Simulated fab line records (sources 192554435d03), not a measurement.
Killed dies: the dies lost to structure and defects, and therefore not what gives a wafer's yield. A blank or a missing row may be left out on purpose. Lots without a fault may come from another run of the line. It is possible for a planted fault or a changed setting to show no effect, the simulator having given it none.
Which of the tools did it?	flow n5 finfet	22 lots, 66 wafers sampled, at 6 steps of a route of 1938

## WHAT EACH GAUGE READ, for each wafer
The record lacks any reading of a measuring or inspecting step that a usual standard deviation could be used to judge.

## EACH LOT AND THE TOOL THAT RAN IT (in order: tool; ch and the chambers of the sampled wafers; start)
lot	N5_DUMMY_GATE_TRIM_49	N5_DUMMY_GATE_ETCH_31	N5_SPACER0_ALD_07	N5_SD_EPI_N_VAPOR_ETCH_50	N5_SD_EPI_P_DESCUM_14	N5_SDB_STRIP_21
L074	rie si-03 ch 0,2,3, day 2 22:44	rie diel-02 ch 2,3, day 2 22:56	ald sin-03 ch 2,3, day 3 00:23	epi rpcvd-01 ch 0, day 3 02:58	rie diel-03 ch 0,1,3, day 3 06:10	rie diel-01 ch 1,2,3, day 3 17:52
L075	rie si-03 ch 1,2,3, day 3 08:13	rie diel-03 ch 0,1,3, day 3 08:25	ald sin-03 ch 0,1,3, day 3 09:11	epi rpcvd-04 ch 0, day 3 11:52	rie diel-05 ch 1,2,3, day 3 15:25	rie diel-01 ch 0,1,2, day 4 03:40
L076	rie si-06 ch 1,2, day 3 13:01	rie diel-05 ch 0,1,3, day 3 13:13	ald sin-04 ch 0,2,3, day 3 13:59	epi rpcvd-01 ch 0, day 3 16:24	rie diel-05 ch 1,2,3, day 3 19:44	rie diel-04 ch 0,2,3, day 4 08:33
L078	rie si-05 ch 0,1, day 3 21:59	rie diel-02 ch 0,3, day 3 22:11	ald sin-02 ch 0,2, day 3 22:58	epi rpcvd-02 ch 0, day 4 01:23	rie diel-05 ch 0,1,3, day 4 04:21	rie diel-04 ch 1,2,3, day 4 15:47
L079	rie si-05 ch 1,2, day 4 04:34	rie diel-03 ch 0,1, day 4 04:59	ald sin-04 ch 0,3, day 4 07:05	epi rpcvd-01 ch 0, day 4 09:41	rie diel-03 ch 0,1,2, day 4 12:56	rie diel-06 ch 0,1,2, day 5 02:31
L080	rie si-05 ch 0,1,3, day 4 10:52	rie diel-05 ch 0,3, day 4 11:04	ald sin-02 ch 2,3, day 4 12:09	epi rpcvd-02 ch 0, day 4 14:46	rie diel-02 ch 0,1,3, day 4 17:54	rie diel-06 ch 0,1, day 5 05:31
L081	rie si-05 ch 1,2, day 4 19:31	rie diel-05 ch 0,2,3, day 4 19:42	ald sin-04 ch 2,3, day 4 20:28	epi rpcvd-04 ch 0, day 4 23:11	rie diel-03 ch 1,2, day 5 02:21	rie diel-04 ch 2,3, day 5 13:59
L082	rie si-06 ch 1,2,3, day 5 01:45	rie diel-02 ch 1,2,3, day 5 01:56	ald sin-03 ch 0,1,2, day 5 02:47	epi rpcvd-04 ch 0, day 5 05:20	rie diel-03 ch 1,2,3, day 5 08:09	rie diel-06 ch 0,1,2, day 5 19:55
L083	rie si-06 ch 0,1,3, day 5 06:00	rie diel-03 ch 0,1, day 5 06:26	ald sin-04 ch 0,2,3, day 5 07:20	epi rpcvd-04 ch 0, day 5 09:56	rie diel-03 ch 0,3, day 5 12:59	rie diel-04 ch 0,1,2, day 6 00:55
L084	rie si-06 ch 0,1,3, day 5 10:37	rie diel-03 ch 0,1,3, day 5 10:48	ald sin-02 ch 0,1,2, day 5 11:36	epi rpcvd-01 ch 0, day 5 14:08	rie diel-03 ch 0,1,2, day 5 17:50	rie diel-06 ch 1,2,3, day 6 05:22
L085	rie si-06 ch 1,2, day 5 17:08	rie diel-05 ch 1,2, day 5 17:20	ald sin-02 ch 0,2, day 5 18:55	epi rpcvd-01 ch 0, day 5 21:35	rie diel-03 ch 1,2, day 6 00:48	rie diel-06 ch 1,3, day 6 12:38
L086	rie si-06 ch 2,3, day 6 03:46	rie diel-02 ch 0,1,3, day 6 03:58	ald sin-02 ch 1,3, day 6 04:43	epi rpcvd-04 ch 0, day 6 07:50	rie diel-05 ch 0,1,3, day 6 10:53	rie diel-01 ch 1,2,3, day 6 22:17
L087	rie si-05 ch 1,2,3, day 6 04:17	rie diel-05 ch 0,1,3, day 6 04:29	ald sin-03 ch 0,1, day 6 05:33	epi rpcvd-01 ch 0, day 6 08:38	rie diel-03 ch 0,1,2, day 6 11:38	rie diel-01 ch 0,2, day 7 00:32
L089	rie si-06 ch 0,3, day 6 20:28	rie diel-02 ch 0,1,3, day 6 20:43	ald sin-02 ch 2,3, day 6 22:15	epi rpcvd-04 ch 0, day 7 00:52	rie diel-02 ch 0,2,3, day 7 03:44	rie diel-06 ch 0,1,2, day 7 15:16
L090	rie si-06 ch 0,1,3, day 6 21:16	rie diel-02 ch 1,3, day 6 21:28	ald sin-02 ch 0,2, day 6 22:47	epi rpcvd-02 ch 0, day 7 01:23	rie diel-03 ch 1,2,3, day 7 04:28	rie diel-06 ch 0,1,3, day 7 16:22
L091	rie si-05 ch 1,2, day 7 23:46	rie diel-02 ch 0,1,2, day 8 00:13	ald sin-02 ch 1,3, day 8 01:10	epi rpcvd-02 ch 0, day 8 03:37	rie diel-02 ch 1,2,3, day 8 06:40	rie diel-01 ch 1,3, day 8 19:14
L092	rie si-06 ch 1,2, day 8 00:44	rie diel-02 ch 0,1,3, day 8 01:03	ald sin-03 ch 1,2,3, day 8 03:16	epi rpcvd-01 ch 0, day 8 05:41	rie diel-03 ch 1,2, day 8 08:30	rie diel-04 ch 0,1, day 8 20:20
L093	rie si-03 ch 2,3, day 8 02:55	rie diel-02 ch 1,2,3, day 8 03:31	ald sin-02 ch 1,2,3, day 8 04:49	epi rpcvd-02 ch 0, day 8 07:22	rie diel-03 ch 0,1,2, day 8 10:18	rie diel-04 ch 1,2, day 8 22:30
L094	rie si-05 ch 0,3, day 9 20:26	rie diel-02 ch 1,2,3, day 9 20:55	ald sin-04 ch 2,3, day 9 21:41	epi rpcvd-02 ch 0, day 10 00:22	rie diel-05 ch 0,2, day 10 03:55	rie diel-04 ch 0,1,2, day 10 18:13
L095	rie si-06 ch 0,2,3, day 9 21:00	rie diel-03 ch 0,1,3, day 9 21:16	ald sin-02 ch 0,1,2, day 9 22:15	epi rpcvd-04 ch 0, day 10 01:05	rie diel-05 ch 0,2,3, day 10 05:40	rie diel-06 ch 0,1,3, day 10 17:23
L096	rie si-03 ch 0,1,2, day 9 21:19	rie diel-02 ch 0,1,3, day 9 21:44	ald sin-04 ch 0,1,2, day 9 22:39	epi rpcvd-01 ch 0, day 10 01:07	rie diel-02 ch 1,2,3, day 10 04:05	rie diel-01 ch 0,1,2, day 10 15:57
L097	rie si-03 ch 0,1, day 9 21:31	rie diel-05 ch 0,2,3, day 9 22:05	ald sin-03 ch 1,2,3, day 9 23:11	epi rpcvd-02 ch 0, day 10 03:25	rie diel-02 ch 0,1, day 10 06:32	rie diel-06 ch 1,2,3, day 10 19:41
- N5_DUMMY_GATE_TRIM_49: chemistry O2, time 29 s, target cd 14 nm.
- N5_DUMMY_GATE_ETCH_31: etches SiO2 in C4F6/O2, target depth 82.5 nm, time 27.5 s.
- N5_SPACER0_ALD_07: deposits SiNx, target thk 2 nm.
- N5_SD_EPI_N_VAPOR_ETCH_50: etches Si in HCl, time 54 s.
- N5_SD_EPI_P_DESCUM_14: chemistry O2, time 7.9 s.
- N5_SDB_STRIP_21: strips in CF4.

## AS READ BY THE TOOLS THEMSELVES (means over the sampled wafers that have a number; for cases with no such wafer, the mark the record gives instead)
N5_DUMMY_GATE_TRIM_49. Usual: O2_flow_sccm 100.00 sccm, standard deviation 0.29; drypump motor current A 5.5 A, standard deviation 0.51; oes product au 1.002 a.u., standard deviation 0.019; throttle valve pct 8.15 %, standard deviation 0.16.
lot	tool	O2_flow_sccm (sccm)	drypump motor current A (A)	oes product au (a.u.)	throttle valve pct (%)	flag
L074	rie si-03	99.95	5.5	1.019	8.25	
L075	rie si-03	99.96	5.9	1.019	8.26	
L076	rie si-06	100.04	5.7	0.990	8.00	
L078	rie si-05	99.83	5.2	1.000	8.33	
L079	rie si-05	99.87	5.1	0.975	8.08	
L080	rie si-05	100.10	5.6	0.997	8.31	
L081	rie si-05	100.15	5.1	0.983	8.08	
L082	rie si-06	99.78	5.6	0.997	8.09	
L083	rie si-06	100.09	5.4	1.012	8.13	
L084	rie si-06	99.96	5.4	1.015	8.15	
L085	rie si-06	99.91	5.7	0.999	8.01	
L086	rie si-06	100.03	5.6	0.995	7.98	
L087	rie si-05	100.10	5.4	0.979	8.16	
L089	rie si-06	99.62	5.2	1.011	8.08	
L090	rie si-06	100.36	5.4	1.014	8.16	
L091	rie si-05	100.05	5.1	0.995	8.19	
L092	rie si-06	100.19	5.6	1.015	8.14	
L093	rie si-03	99.74	5.4	1.003	8.17	
L094	rie si-05	100.12	6.0	0.989	8.20	
L095	rie si-06	99.90	5.4	0.998	8.03	
L096	rie si-03	99.94	6.0	0.991	8.07	
L097	rie si-03	100.13	5.5	1.012	8.21	

N5_DUMMY_GATE_ETCH_31. Usual: O2_flow_sccm 10.002 sccm, standard deviation 0.025; drypump motor current A 5.7 A, standard deviation 0.42; oes product au 0.78 a.u., standard deviation 0.086; rf vpp V 663 V, standard deviation 5.9; showerhead plenum p Torr 2.83 Torr, standard deviation 0.082; throttle valve pct 21.23 %, standard deviation 0.19.
lot	tool	O2_flow_sccm (sccm)	drypump motor current A (A)	oes product au (a.u.)	rf vpp V (V)	showerhead plenum p Torr (Torr)	throttle valve pct (%)	flag
L074	rie diel-02	10.002	5.9	0.82	657	2.76	21.07	
L075	rie diel-03	9.999	5.7	0.79	667	2.94	21.32	
L076	rie diel-05	9.992	5.8	0.82	669	2.87	21.08	
L078	rie diel-02	9.989	5.2	0.72	662	2.86	21.29	
L079	rie diel-03	9.975	5.9	0.82	665	2.95	21.28	
L080	rie diel-05	9.992	6.2	0.75	669	2.84	21.28	
L081	rie diel-05	10.021	6.1	0.72	668	2.83	21.29	
L082	rie diel-02	10.012	5.8	0.81	659	2.75	21.19	
L083	rie diel-03	10.001	5.9	0.82	665	2.95	21.28	
L084	rie diel-03	9.998	5.7	0.76	666	2.94	21.34	
L085	rie diel-05	10.011	5.9	0.75	668	2.84	21.29	
L086	rie diel-02	10.004	5.4	0.73	658	2.79	21.27	
L087	rie diel-05	10.001	5.9	0.79	669	2.86	21.12	
L089	rie diel-02	10.011	5.4	0.73	658	2.79	21.28	
L090	rie diel-02	9.963	5.7	0.75	657	2.73	21.25	
L091	rie diel-02	10.013	5.5	0.77	663	2.81	21.33	
L092	rie diel-02	10.016	5.4	0.72	658	2.79	21.30	
L093	rie diel-02	10.007	5.9	0.78	658	2.75	21.21	
L094	rie diel-02	9.987	5.8	0.78	659	2.74	21.23	
L095	rie diel-03	9.993	5.7	0.74	666	2.92	21.38	
L096	rie diel-02	10.039	5.4	0.82	658	2.78	21.18	
L097	rie diel-05	10.012	6.1	0.80	668	2.82	21.20	

N5_SPACER0_ALD_07. Usual: heater power w 840 W, standard deviation 100.
lot	tool	heater power w (W)	flag
L074	ald sin-03	955	
L075	ald sin-03	780	
L076	ald sin-04	891	
L078	ald sin-02	781	
L079	ald sin-04	877	
L080	ald sin-02	800	
L081	ald sin-04	978	
L082	ald sin-03	894	
L083	ald sin-04	884	
L084	ald sin-02	800	
L085	ald sin-02	775	
L086	ald sin-02	820	
L087	ald sin-03	826	
L089	ald sin-02	807	
L090	ald sin-02	776	
L091	ald sin-02	838	
L092	ald sin-03	872	
L093	ald sin-02	812	
L094	ald sin-04	965	
L095	ald sin-02	776	
L096	ald sin-04	869	
L097	ald sin-03	872	

N5_SD_EPI_N_VAPOR_ETCH_50. Usual: throttle valve pct 12.1 %, standard deviation 0.3.
lot	tool	throttle valve pct (%)	flag
L074	epi rpcvd-01	11.8	
L075	epi rpcvd-04	12.2	
L076	epi rpcvd-01	11.9	
L078	epi rpcvd-02	12.5	
L079	epi rpcvd-01	11.7	
L080	epi rpcvd-02	12.5	
L081	epi rpcvd-04	12.0	
L082	epi rpcvd-04	12.1	
L083	epi rpcvd-04	12.0	
L084	epi rpcvd-01	11.8	
L085	epi rpcvd-01	11.6	
L086	epi rpcvd-04	12.2	
L087	epi rpcvd-01	11.8	
L089	epi rpcvd-04	12.1	
L090	epi rpcvd-02	12.3	
L091	epi rpcvd-02	12.4	
L092	epi rpcvd-01	11.9	
L093	epi rpcvd-02	12.4	
L094	epi rpcvd-02	12.6	
L095	epi rpcvd-04	12.2	
L096	epi rpcvd-01	11.9	
L097	epi rpcvd-02	12.4	

N5_SD_EPI_P_DESCUM_14. Usual: bias power w 20.01 W, standard deviation 0.057; drypump motor current A 5.8 A, standard deviation 0.37; oes product au 0.77 a.u., standard deviation 0.081; rf vpp V 243.1 V, standard deviation 1.3; showerhead plenum p Torr 2.09 Torr, standard deviation 0.068; throttle valve pct 20.52 %, standard deviation 0.17.
lot	tool	bias power w (W)	drypump motor current A (A)	oes product au (a.u.)	rf vpp V (V)	showerhead plenum p Torr (Torr)	throttle valve pct (%)	flag
L074	rie diel-03	20.10	5.7	0.79	244.7	2.16	20.51	
L075	rie diel-05	20.04	6.0	0.82	243.0	2.10	20.49	
L076	rie diel-05	20.07	6.0	0.81	243.0	2.10	20.50	
L078	rie diel-05	20.01	5.8	0.81	243.8	2.11	20.36	
L079	rie diel-03	20.01	5.8	0.77	243.4	2.10	20.51	
L080	rie diel-02	19.97	5.4	0.74	242.9	2.06	20.59	
L081	rie diel-03	19.97	5.7	0.74	243.5	2.06	20.63	
L082	rie diel-03	20.01	5.6	0.73	243.5	2.09	20.58	
L083	rie diel-03	19.99	5.6	0.76	244.7	2.19	20.49	
L084	rie diel-03	19.98	5.8	0.76	243.5	2.10	20.52	
L085	rie diel-03	20.06	5.7	0.73	242.0	2.05	20.63	
L086	rie diel-05	19.99	5.8	0.79	243.8	2.10	20.38	
L087	rie diel-03	20.02	5.8	0.76	242.8	2.09	20.52	
L089	rie diel-02	19.96	5.6	0.77	241.7	2.07	20.54	
L090	rie diel-03	19.98	5.7	0.72	242.7	2.08	20.60	
L091	rie diel-02	19.99	5.9	0.78	241.7	2.02	20.52	
L092	rie diel-03	20.01	5.8	0.71	241.9	2.05	20.66	
L093	rie diel-03	20.03	5.8	0.74	242.4	2.09	20.56	
L094	rie diel-05	19.96	6.1	0.87	242.3	2.06	20.35	
L095	rie diel-05	20.01	6.1	0.79	243.5	2.07	20.46	
L096	rie diel-02	20.03	5.9	0.78	241.6	2.02	20.52	
L097	rie diel-02	19.97	5.3	0.83	242.7	2.06	20.60	

N5_SDB_STRIP_21. Usual: bias power w 74.96 W, standard deviation 0.25; drypump motor current A 5.8 A, standard deviation 0.43; oes product au 0.78 a.u., standard deviation 0.059; rf vpp V 271.7 V, standard deviation 1.3; showerhead plenum p Torr 1.82 Torr, standard deviation 0.047; throttle valve pct 13.60 %, standard deviation 0.22.
lot	tool	bias power w (W)	drypump motor current A (A)	oes product au (a.u.)	rf vpp V (V)	showerhead plenum p Torr (Torr)	throttle valve pct (%)	flag
L074	rie diel-01	75.10	5.8	0.85	272.0	1.79	13.51	
L075	rie diel-01	74.92	5.9	0.88	271.3	1.82	13.47	
L076	rie diel-04	74.82	6.1	0.74	271.7	1.81	13.77	
L078	rie diel-04	75.21	5.7	0.77	272.8	1.84	13.55	
L079	rie diel-06	74.71	5.6	0.79	271.7	1.83	13.59	
L080	rie diel-06	75.23	5.8	0.82	272.3	1.81	13.61	
L081	rie diel-04	75.06	6.1	0.75	272.5	1.86	13.63	
L082	rie diel-06	74.89	5.6	0.78	272.5	1.83	13.60	
L083	rie diel-04	74.90	5.7	0.74	271.7	1.79	13.74	
L084	rie diel-06	75.06	5.6	0.78	272.8	1.83	13.50	
L085	rie diel-06	74.70	5.8	0.79	271.3	1.80	13.51	
L086	rie diel-01	74.98	5.9	0.82	272.4	1.78	13.56	
L087	rie diel-01	75.05	5.9	0.84	272.3	1.84	13.55	
L089	rie diel-06	74.96	5.6	0.77	271.9	1.83	13.64	
L090	rie diel-06	74.92	5.9	0.77	270.8	1.80	13.64	
L091	rie diel-01	74.81	5.6	0.78	271.4	1.80	13.62	
L092	rie diel-04	75.03	5.7	0.84	272.5	1.84	13.33	
L093	rie diel-04	74.99	5.4	0.73	272.5	1.83	13.82	
L094	rie diel-04	74.76	5.7	0.79	272.9	1.85	13.61	
L095	rie diel-06	75.10	5.8	0.76	271.3	1.80	13.66	
L096	rie diel-01	74.92	5.9	0.81	271.4	1.81	13.56	
L097	rie diel-06	74.96	5.6	0.76	271.4	1.83	13.57	

## THE ANSWER, worked out from the rows above alone
Rule: lot off if the mean of its wafers having a number is beyond 3 standard deviations from the usual mean. Also off: a lot with no number at a reading for which 4 or more lots have one. Any other lot the step has rows for is counted as sound. After the gauges, taken in route order, come the tools' own readings; for these a lot's mean is taken, as printed above. At the first step where some lot is off, the reading lying furthest off is the one used; lots without a number count as furthest.
No lot is off at any reading shown: from this, nothing can be told.

## WHAT THE SIMULATOR HAD INSERTED
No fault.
